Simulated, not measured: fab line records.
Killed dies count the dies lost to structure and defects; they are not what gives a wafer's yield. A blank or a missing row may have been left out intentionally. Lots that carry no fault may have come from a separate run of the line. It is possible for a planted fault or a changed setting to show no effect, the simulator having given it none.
fab line records	flow nand_harc	part 1 of 2: steps 1 to 20 of 30
record lots=5	wafers=15	last_day=33
route steps=1302 shown A_CHANNEL_HOLE_D1@482 A_CHANNEL_FILL_D1@490
lots untouched by any fault: they come from a run of this same line in which no faults occurred
start_h: start of the lot's first displayed wafer, in hours after the record's first day	wait_h: hours elapsed since this lot's preceding step	" same as the row above	L1.1+2: a row that stands for several wafers	- no value, or no start given	* or withheld: withheld	< > ~ a bound
route shown NAME@n: NAME is a module with steps in the file, n the number in the route of the first one	usual: mean/standard deviation taken from wafers without a fault	same: alike in all rows	chamber/n: place in a boat	sites: readings site by site	_std_site: the values' standard deviation	_edge_site: outer sites' mean less inner sites'	radius_mm: how far each site lies from the wafer's centre	mask NAME#n: copy n	behind: the tool/chamber that last shaped the wafer	hold: why the lot was held/for how many hours/how that ended	device: names the non-switching transistor (n, p or np)	end of line: the tests these same wafers got at the end of their route	for a step that has no rows: nothing shown but its recipe	killed: count of dies lost to structure and defects at first sort (not the wafer's yield)	map: the dies of a wafer, with x for killed, . for not killed, _ for no die there
set.NAME: setting as actually run; set.NAME@STEP: the setting as run at that earlier step	model.NAME: the simulator's own value behind a step, which no gauge read
a table for each step, a row for each wafer; lots at some steps of the route
services: the hour from which a tool's chamber was out of use, counted from the record's first day as start_h (under 0 if before that day), plus the number of hours and why
## steps
# step NHARC_A_CHANNEL_HOLE_D1_STRIP_43
# recipe o2_flow_sccm=400	cos_flow_sccm=20	ar_flow_sccm=0	bias_w=0	chemistry=O2/COS
lot.wafer	tool	chamber	start_h	wait_h
L077.4+2+5	rie_diel-10	1,3,2	216.52	0.0
L081.1+5+4	rie_diel-07	2,2,3	253.04	0.1
L089.1+3+4	rie_diel-07	0,1,3	342.80	0.0
L090.4+1+3	rie_diel-07	2,0,1	353.06	0.1
L097.3+4+6	rie_diel-13	3,0,2	413.21	0.1
# step NHARC_A_CHANNEL_HOLE_D1_ETCH_44
# recipe target_depth_a=1400	overetch_a=140	time_s=77	ion_energy_ev=100	cf4_flow_sccm=80	o2_flow_sccm=20	ar_flow_sccm=0	rf_w=300	bias_w=100	chemistry=CF4/O2
# usual bias_w=100.00/0.27	drypump_motor_current_A=5.9/0.35	oes_product_au=1.002/0.0089	rf_vpp_V=197.4/1.3	showerhead_plenum_p_Torr=1.32/0.049	throttle_valve_pct=13.399/0.0094
# same time_s=77
lot.wafer	tool	chamber	start_h	wait_h	bias_w	drypump_motor_current_A	oes_product_au	rf_hours_counter_h	rf_vpp_V	showerhead_plenum_p_Torr	throttle_valve_pct
L077.2	rie_diel-10	1	216.58	0.1	99.97	5.6	1.000	40	196.9	1.35	13.412
L077.4	"	3	"	"	99.76	5.5	0.997	40	196.0	1.28	13.408
L077.5	"	2	"	"	100.50	5.1	1.002	-	196.5	1.32	13.399
L081.1	rie_diel-07	0	253.12	0.1	99.65	5.5	0.996	9	195.8	1.27	13.402
L081.4	"	3	"	"	100.20	6.1	1.016	-	196.2	1.29	13.412
L081.5	"	0	"	"	99.90	5.5	0.998	-	196.7	1.27	13.390
L089.3	rie_diel-07	0	342.87	0.1	99.88	5.5	0.997	2	196.2	1.27	13.391
L089.1	"	1	"	"	100.02	6.1	1.002	4	200.1	1.41	13.385
L089.4	"	2	"	"	99.95	6.3	1.006	4	198.0	1.34	13.403
L090.1	rie_diel-07	3	353.12	0.1	99.92	6.1	1.018	5	196.5	1.28	13.406
L090.4	"	1	"	"	100.20	6.0	0.990	6	199.1	1.41	13.418
L090.3	"	2	"	"	100.32	6.3	1.003	6	198.4	1.34	13.404
L097.3	rie_diel-13	3	413.27	0.1	100.02	5.4	1.011	15	193.4	1.24	13.424
L097.4	"	0	"	"	99.62	6.0	1.014	15	197.7	1.29	13.398
L097.6	"	3	"	"	99.59	5.4	0.985	-	194.1	1.25	13.399
# step NHARC_A_CHANNEL_HOLE_D1_STRIP_27
# recipe o2_flow_sccm=500	ar_flow_sccm=0	bias_w=0	chemistry=O2
# usual drypump_motor_current_A=5.9/0.35	oes_product_au=1.002/0.0088	rf_vpp_V=57.6/0.83	showerhead_plenum_p_Torr=3.48/0.13	throttle_valve_pct=17.036/0.0091
# same bias_w=0
lot.wafer	tool	chamber	start_h	wait_h	drypump_motor_current_A	oes_product_au	rf_hours_counter_h	rf_vpp_V	showerhead_plenum_p_Torr	throttle_valve_pct
L077.2	rie_diel-10	1	-	-	5.7	1.006	40	57.7	3.57	17.060
L077.4	"	2	"	"	5.2	1.005	42	58.5	3.48	17.030
L077.5	"	1	"	"	5.6	1.009	-	56.8	3.57	17.042
L081.1	rie_diel-07	3	-	-	6.1	0.995	10	57.9	3.40	17.048
L081.5	"	0	"	"	5.6	1.007	-	58.1	3.36	17.040
L081.4	"	2	"	"	6.3	1.004	-	58.1	3.54	17.046
L089.4	rie_diel-07	3	-	-	6.1	1.014	3	57.4	3.40	17.032
L089.3	"	0	"	"	5.5	1.001	2	58.2	3.36	17.032
L089.1	"	2	"	"	6.3	1.005	4	57.7	3.53	17.029
L090.3	rie_diel-07	3	-	-	6.1	1.009	5	57.1	3.40	17.041
L090.1	"	0	"	"	5.5	0.995	4	57.2	3.36	17.040
L090.4	"	1	"	"	6.1	0.995	6	57.8	3.72	17.037
L097.3	rie_diel-13	0	-	-	6.1	1.006	15	57.3	3.42	17.052
L097.4	"	1	"	"	5.9	0.996	14	56.8	3.60	17.042
L097.6	"	3	"	"	5.5	1.012	-	57.5	3.30	17.037
# step NHARC_A_CHANNEL_HOLE_D1_PRECLEAN_28
# recipe time_s=*	temp_c=50	bath_age_min=0	chemistry=SC1
# usual h2o2_flow_mL_min=56.59/0.16
# same time_s=*
lot.wafer	tool	chamber	start_h	wait_h	h2o2_flow_mL_min
L077.4	wet_bench-01	1	217.24	-	56.54
L077.2	"	4	"	"	56.56
L077.5	"	5	"	"	56.71
L081.1	wet_bench-03	1	253.89	-	56.45
L081.5	"	3	"	"	56.73
L081.4	"	4	"	"	56.82
L089.4	wet_bench-03	4	343.52	-	56.75
L089.1	"	6	"	"	56.61
L089.3	"	0	"	"	56.80
L090.1	wet_bench-04	3	353.78	-	56.84
L090.4	"	5	"	"	56.92
L090.3	"	6	"	"	56.86
L097.6	wet_bench-03	1	413.94	-	56.75
L097.4	"	2	"	"	56.36
L097.3	"	3	"	"	56.71
# step NHARC_A_CHANNEL_HOLE_D1_SRD_29
lot.wafer	tool	chamber	start_h	wait_h
L077.4+2+5	wet_bench-01	1,4,5	-	-
L081.1+5+4	wet_bench-03	1,3,4	-	-
L089.4+1+3	wet_bench-03	4,6,0	-	-
L090.1+4+3	wet_bench-04	3,5,6	-	-
L097.6+4+3	wet_bench-03	1,2,3	-	-
# step NHARC_A_CHANNEL_HOLE_D1_CD_MEAS_30
# usual cd_nm=89.5/1
lot.wafer	tool	chamber	start_h	wait_h	cd_nm
L077.2	cd_sem-01	-	217.38	-	89.2
L077.4	"	-	"	"	90.6
L077.5	"	-	"	"	90.0
L081.1	cd_sem-03	-	254.02	-	91.1
L081.4	"	-	"	"	90.5
L081.5	"	-	"	"	88.8
L089.1	cd_sem-02	-	343.66	-	88.8
L089.3	"	-	"	"	89.3
L089.4	"	-	"	"	90.1
L090.1	cd_sem-03	-	353.92	-	88.1
L090.3	"	-	"	"	88.8
L090.4	"	-	"	"	89.5
L097.3	cd_sem-03	-	414.07	-	88.8
L097.4	"	-	"	"	89.7
L097.6	"	-	"	"	88.8
# step NHARC_A_CHANNEL_HOLE_D1_XSEM_31
# recipe landing_energy_ev=35000
# usual bot_cd_nm=74.3/1.2	bow_nm=8.61/0.27	tilt_deg=0.07/0.039
lot.wafer	tool	chamber	start_h	wait_h	bot_cd_nm	bow_nm	tilt_deg
L077.2	xsem-02	0	217.47	0.1	72.8	8.21	-0.01
L077.4	"	0	"	"	75.9	8.22	-0.01
L077.5	"	0	"	"	74.2	8.24	-0.01
L081.1	xsem-01	0	254.11	0.1	76.2	8.46	0.14
L081.4	"	0	"	"	74.9	8.46	0.14
L081.5	"	0	"	"	74.8	8.47	0.14
L089.1	xsem-01	0	343.74	0.1	73.7	9.24	0.11
L089.3	"	0	"	"	74.1	9.16	0.11
L089.4	"	0	"	"	74.9	9.10	0.11
L090.1	xsem-02	0	354.01	0.1	71.6	8.97	0.14
L090.3	"	0	"	"	73.0	9.07	0.14
L090.4	"	0	"	"	72.6	9.06	0.14
L097.3	xsem-02	0	414.16	0.1	72.7	8.77	0.10
L097.4	"	0	"	"	74.2	8.79	0.10
L097.6	"	0	"	"	73.7	8.77	0.10
# step NHARC_A_CHANNEL_HOLE_D1_INSPECT_40
# usual raw_defect_count=67/24
lot.wafer	tool	chamber	start_h	wait_h	raw_defect_count
L077.2	defect_inspect-02	-	217.57	-	57
L077.4	"	-	"	"	50
L077.5	"	-	"	"	51
L081.1	defect_inspect-01	-	254.21	-	55
L081.4	"	-	"	"	65
L081.5	"	-	"	"	73
L089.1	defect_inspect-01	-	343.84	-	45
L089.3	"	-	"	"	57
L089.4	"	-	"	"	71
L090.1	defect_inspect-01	-	354.11	-	95
L090.3	"	-	"	"	103
L090.4	"	-	"	"	102
L097.3	defect_inspect-01	-	414.25	-	100
L097.4	"	-	"	"	77
L097.6	"	-	"	"	104
# step NHARC_A_CHANNEL_FILL_D1_PRECLEAN_00
# recipe time_s=*	temp_c=50	bath_age_min=0	chemistry=SC1
# usual h2o2_flow_mL_min=56.62/0.18
# same time_s=*
lot.wafer	tool	chamber	start_h	wait_h	h2o2_flow_mL_min
L077.4	wet_bench-05	0	217.62	0.0	56.61
L077.2	"	1	"	"	56.56
L077.5	"	4	"	"	56.98
L081.5	wet_bench-09	2	254.26	0.1	56.49
L081.1	"	5	"	"	56.31
L081.4	"	6	"	"	56.61
L089.1	wet_bench-05	5	343.89	0.1	56.65
L089.4	"	7	"	"	56.48
L089.3	"	2	"	"	56.46
L090.3	wet_bench-05	4	354.16	0.0	56.57
L090.4	"	5	"	"	56.55
L090.1	"	1	"	"	56.38
L097.4	wet_bench-09	0	414.30	0.0	56.67
L097.3	"	4	"	"	56.55
L097.6	"	5	"	"	56.45
# step NHARC_A_CHANNEL_FILL_D1_SRD_01
lot.wafer	tool	chamber	start_h	wait_h
L077.4+2+5	wet_bench-05	0,1,4	-	-
L081.5+1+4	wet_bench-09	2,5,6	-	-
L089.1+4+3	wet_bench-05	5,7,2	-	-
L090.3+4+1	wet_bench-05	4,5,1	-	-
L097.4+3+6	wet_bench-09	0,4,5	-	-
# step NHARC_A_CHANNEL_FILL_D1_ALD_02
# recipe target_thk_a=60	pulse_time_s=10	ald_cycles=60	temp_c=300	material=SiO2
# usual heater_power_w=458/30	precursor_pulse_height_rel=1.002/0.022
# same ald_cycles=60
lot.wafer	tool	chamber	start_h	wait_h	heater_power_w	precursor_pulse_height_rel	since_wet_clean_h
L077.4	ald_hk-02	3	219.47	-	449	1.016	39
L077.2	"	1	"	"	443	1.006	39
L077.5	"	2	"	"	464	0.971	-
L081.4	ald_hk-02	2	254.40	-	463	0.986	74
L081.1	"	0	"	"	502	1.013	74
L081.5	"	3	"	"	446	0.995	-
L089.4	ald_hk-01	2	344.11	-	449	1.000	37
L089.1	"	3	"	"	436	0.968	37
L089.3	"	0	"	"	405	1.035	37
L090.4	ald_hk-01	3	354.31	-	441	1.004	47
L090.3	"	1	"	"	439	1.041	47
L090.1	"	2	"	"	434	1.012	47
L097.3	ald_hk-03	2	414.59	-	507	0.996	7
L097.4	"	3	"	"	457	0.991	7
L097.6	"	0	"	"	507	1.015	-
# step NHARC_A_CHANNEL_FILL_D1_ALD_03
# recipe target_thk_a=60	pulse_time_s=60	ald_cycles=58	temp_c=630	pressure_torr=2	material=SiNx
# usual precursor_pulse_height_rel=0.998/0.019
# same ald_cycles=58
lot.wafer	tool	chamber	start_h	wait_h	precursor_pulse_height_rel
L077.2	ald_sin_batch-01	0	-	-	1.022
L077.4	"	0	"	"	1.006
L077.5	"	0	"	"	0.971
L081.1	ald_sin_batch-01	0	-	-	0.979
L081.4	"	0	"	"	0.992
L081.5	"	0	"	"	0.966
L089.1	ald_sin_batch-02	0	-	-	0.989
L089.3	"	0	"	"	0.974
L089.4	"	0	"	"	1.016
L090.1	ald_sin_batch-03	0	-	-	0.978
L090.3	"	0	"	"	0.992
L090.4	"	0	"	"	0.966
L097.3	ald_sin_batch-02	0	-	-	0.978
L097.4	"	0	"	"	0.995
L097.6	"	0	"	"	1.007
# step NHARC_A_CHANNEL_FILL_D1_ALD_14
# recipe target_thk_a=25	pulse_time_s=10	ald_cycles=25	temp_c=300	material=SiO2
# usual heater_power_w=454/31	precursor_pulse_height_rel=0.997/0.019
# same ald_cycles=25
lot.wafer	tool	chamber	start_h	wait_h	heater_power_w	precursor_pulse_height_rel	since_wet_clean_h
L077.4	ald_hk-03	3	226.50	0.1	445	1.038	3
L077.2	"	1	"	"	459	0.999	3
L077.5	"	2	"	"	496	1.018	-
L081.4	ald_hk-01	0	263.21	1.9	424	1.025	134
L081.1	"	3	"	"	420	0.994	134
L081.5	"	1	"	"	449	0.981	-
L089.4	ald_hk-03	2	351.01	0.0	509	0.988	127
L089.1	"	3	"	"	461	1.011	127
L089.3	"	1	"	"	461	0.969	128
L090.3	ald_hk-02	2	361.28	0.0	481	0.980	3
L090.1	"	3	"	"	448	0.990	3
L090.4	"	0	"	"	491	0.975	3
L097.4	ald_hk-01	2	421.54	0.1	450	1.006	114
L097.3	"	3	"	"	431	0.998	114
L097.6	"	1	"	"	433	0.969	-
# step NHARC_A_CHANNEL_FILL_D1_ALD_15
# recipe target_thk_a=20	pulse_time_s=60	ald_cycles=19	temp_c=630	pressure_torr=2	material=SiNx
# usual precursor_pulse_height_rel=1.002/0.02
# same ald_cycles=19
lot.wafer	tool	chamber	start_h	wait_h	precursor_pulse_height_rel
L077.2	ald_sin_batch-02	0	-	-	0.988
L077.4	"	0	"	"	0.973
L077.5	"	0	"	"	1.005
L081.1	ald_sin_batch-03	0	-	-	1.004
L081.4	"	0	"	"	0.983
L081.5	"	0	"	"	0.988
L089.1	ald_sin_batch-02	0	-	-	0.995
L089.3	"	0	"	"	1.011
L089.4	"	0	"	"	1.016
L090.1	ald_sin_batch-01	0	-	-	0.974
L090.3	"	0	"	"	0.966
L090.4	"	0	"	"	1.009
L097.3	ald_sin_batch-03	0	-	-	1.021
L097.4	"	0	"	"	0.995
L097.6	"	0	"	"	1.009
# step NHARC_A_CHANNEL_FILL_D1_ALD_16
# recipe target_thk_a=15	pulse_time_s=10	ald_cycles=15	temp_c=300	material=SiO2
# usual heater_power_w=458/33	precursor_pulse_height_rel=1.001/0.021
# same ald_cycles=15
lot.wafer	tool	chamber	start_h	wait_h	heater_power_w	precursor_pulse_height_rel	since_wet_clean_h
L077.2	ald_hk-02	1	231.68	0.1	448	1.056	51
L077.4	"	3	"	"	471	0.959	51
L077.5	"	0	"	"	477	0.989	-
L081.4	ald_hk-01	1	268.46	0.1	461	1.033	139
L081.1	"	2	"	"	456	1.006	139
L081.5	"	0	"	"	429	0.996	-
L089.4	ald_hk-01	0	356.83	0.7	397	1.035	50
L089.3	"	1	"	"	431	0.973	50
L089.1	"	2	"	"	458	1.014	50
L090.4	ald_hk-03	3	366.79	0.4	449	1.026	143
L090.3	"	1	"	"	472	0.990	143
L090.1	"	2	"	"	506	0.975	143
L097.3	ald_hk-03	1	426.61	0.0	477	0.979	18
L097.4	"	0	"	"	497	0.993	19
L097.6	"	2	"	"	490	1.039	-
# step NHARC_A_CHANNEL_FILL_D1_ANNEAL_17
# recipe temp_c=850	time_s=1800
# usual spike_tc_lower_C=850.6/1.4	tube_center_temp_C_max=852.2/0.35	zone_power_centre_pct=16.6/1.8
# same time_s=1800
lot.wafer	tool	chamber	start_h	wait_h	spike_tc_lower_C	tube_center_temp_C_max	zone_power_centre_pct
L077.2	furnace-07	0	234.97	-	847.4	852.5	14.3
L077.4	"	0	"	"	850.3	852.1	14.1
L077.5	"	0	"	"	848.4	852.2	14.3
L081.1	furnace-07	0	271.65	-	850.1	851.9	14.2
L081.4	"	0	"	"	849.0	852.3	14.1
L081.5	"	0	"	"	847.9	852.4	14.1
L089.1	furnace-07	0	360.07	-	848.9	851.7	14.4
L089.3	"	0	"	"	850.5	852.0	14.4
L089.4	"	0	"	"	849.3	852.2	14.2
L090.1	furnace-05	0	369.95	2.9	850.0	851.9	18.6
L090.3	"	0	"	"	849.5	852.0	18.7
L090.4	"	0	"	"	848.9	851.8	18.2
L097.3	furnace-07	0	432.55	-	850.0	851.9	14.2
L097.4	"	0	"	"	848.6	852.2	14.0
L097.6	"	0	"	"	849.0	852.0	14.3
# step NHARC_A_CHANNEL_FILL_D1_CVD_18
# recipe target_thk_a=30	temp_c=550	material=poly-Si
# usual spike_tc_lower_C=550.9/1.5	zone_power_centre_pct=7.2/0.38
lot.wafer	tool	chamber	start_h	wait_h	spike_tc_lower_C	zone_power_centre_pct
L077.2	lpcvd_poly-02	0	241.63	-	551.9	7.6
L077.4	"	0	"	"	552.0	7.5
L077.5	"	0	"	"	549.7	7.6
L081.1	lpcvd_poly-01	0	279.93	-	552.3	6.8
L081.4	"	0	"	"	552.5	6.8
L081.5	"	0	"	"	551.9	6.8
L089.1	lpcvd_poly-02	0	366.61	-	551.1	7.7
L089.3	"	0	"	"	551.1	7.5
L089.4	"	0	"	"	551.3	7.6
L090.1	lpcvd_poly-02	0	376.50	-	550.2	7.6
L090.3	"	0	"	"	551.4	7.5
L090.4	"	0	"	"	549.4	7.6
L097.3	lpcvd_poly-03	0	439.03	-	548.1	7.4
L097.4	"	0	"	"	550.4	7.4
L097.6	"	0	"	"	547.4	7.4
# step NHARC_A_CHANNEL_FILL_D1_ETCHBACK_19
# recipe target_depth_a=50	time_s=1.7	hbr_flow_sccm=150	cl2_flow_sccm=50	rf_w=400	icp_w=400	bias_w=100	chemistry=HBr/Cl2
# usual bias_w=100.0/0.33	drypump_motor_current_A=5.8/0.58	hbr_flow_sccm=150.0/0.42	oes_product_au=0.997/0.011	throttle_valve_pct=26.407/0.008
# same time_s=1.7
lot.wafer	tool	chamber	start_h	wait_h	bias_w	drypump_motor_current_A	hbr_flow_sccm	oes_product_au	rf_hours_counter_h	throttle_valve_pct
L077.4	rie_si-01	0	243.72	0.4	99.7	6.7	150.3	0.990	0.30	26.434
L077.2	"	1	"	"	100.1	6.1	149.9	0.996	0.02	26.402
L077.5	"	3	"	"	99.6	5.3	150.2	1.008	-	26.402
L081.1	rie_si-03	2	282.00	0.4	99.9	5.8	149.9	1.001	0.30	26.409
L081.4	"	3	"	"	100.4	5.8	149.8	0.994	0.30	26.396
L081.5	"	2	"	"	99.6	5.8	149.8	1.001	-	26.412
L089.3	rie_si-01	1	368.69	0.4	99.9	6.1	150.0	1.014	0.95	26.405
L089.1	"	2	"	"	100.5	6.1	149.7	1.001	1.13	26.398
L089.4	"	3	"	"	100.9	5.2	150.4	1.003	1.05	26.426
L090.3	rie_si-03	2	378.53	0.4	99.8	5.8	150.0	0.994	0.82	26.405
L090.4	"	3	"	"	100.6	5.8	150.1	0.990	0.90	26.394
L090.1	"	1	"	"	99.4	5.3	149.0	0.991	0.82	26.410
L097.4	rie_si-01	0	441.10	0.4	100.4	6.7	150.5	0.997	0.41	26.412
L097.3	"	1	"	"	99.8	6.1	150.0	0.989	0.46	26.403
L097.6	"	3	"	"	99.5	5.3	150.1	1.009	-	26.393
# step NHARC_A_CHANNEL_FILL_D1_ETCHBACK_20
# recipe target_depth_a=270	time_s=13.5	c4f8_flow_sccm=withheld	o2_flow_sccm=8	ar_flow_sccm=withheld	rf_w=600	bias_w=1500	chemistry=C4F8/O2/Ar
# usual bias_w=1500/4.7	oes_product_au=0.96/0.035	rf_vpp_V=977/6.5
# same time_s=13.5
lot.wafer	tool	chamber	start_h	wait_h	bias_w	oes_product_au	rf_hours_counter_h	rf_vpp_V
L077.2	rie_diel-04	0	243.83	-	1504	1.00	4	980
L077.4	"	2	"	"	1501	0.95	2	968
L077.5	"	1	"	"	1495	0.97	-	971
L081.1	rie_diel-01	0	282.14	-	1494	1.00	4	984
L081.5	"	3	"	"	1500	0.99	-	968
L081.4	"	0	"	"	1500	1.01	-	981
L089.3	rie_diel-05	0	368.80	-	1497	0.99	10	977
L089.1	"	2	"	"	1494	0.97	9	977
L089.4	"	2	"	"	1496	0.98	-	975
L090.4	rie_diel-05	0	378.67	-	1506	0.92	10	976
L090.1	"	1	"	"	1500	0.97	2	969
L090.3	"	2	"	"	1504	0.91	10	976
L097.4	rie_diel-01	1	441.22	-	1497	0.92	2	979
L097.3	"	2	"	"	1507	0.92	2	982
L097.6	"	2	"	"	1503	0.91	-	982
# step NHARC_A_CHANNEL_FILL_D1_STRIP_28
# recipe time_s=20	o2_flow_sccm=500	ar_flow_sccm=0	bias_w=0	chemistry=O2
# usual drypump_motor_current_A=5.4/0.34	oes_product_au=0.997/0.0083	rf_vpp_V=57.8/0.9	showerhead_plenum_p_Torr=3.51/0.16	throttle_valve_pct=17.036/0.0095
# same bias_w=0	time_s=20
lot.wafer	tool	chamber	start_h	wait_h	drypump_motor_current_A	oes_product_au	rf_hours_counter_h	rf_vpp_V	showerhead_plenum_p_Torr	throttle_valve_pct
L077.4	rie_diel-04	2	243.92	0.1	5.8	1.015	2	57.2	3.31	17.020
L077.2	"	0	"	"	5.2	1.002	4	57.9	3.59	17.031
L077.5	"	3	"	"	5.2	0.996	-	57.9	3.78	17.032
L081.1	rie_diel-01	3	282.22	0.1	5.3	0.997	4	57.0	3.30	17.047
L081.5	"	3	"	"	5.2	0.995	-	57.1	3.30	17.022
L081.4	"	0	"	"	5.0	1.014	-	58.7	3.63	17.054
L089.1	rie_diel-05	2	368.91	0.1	5.0	0.983	9	58.3	3.48	17.037
L089.3	"	3	"	"	5.4	1.004	10	57.4	3.68	17.035
L089.4	"	0	"	"	5.9	0.997	-	57.0	3.50	17.033
L090.1	rie_diel-05	2	378.75	0.1	5.0	0.978	10	57.1	3.48	17.043
L090.4	"	3	"	"	5.5	0.994	10	58.0	3.68	17.024
L090.3	"	1	"	"	5.3	0.988	2	58.3	3.31	17.043
L097.3	rie_diel-01	2	441.31	0.1	6.2	0.989	2	57.1	3.62	17.035
L097.4	"	3	"	"	5.3	0.991	2	57.4	3.29	17.031
L097.6	"	1	"	"	5.6	0.985	-	57.9	3.53	17.034
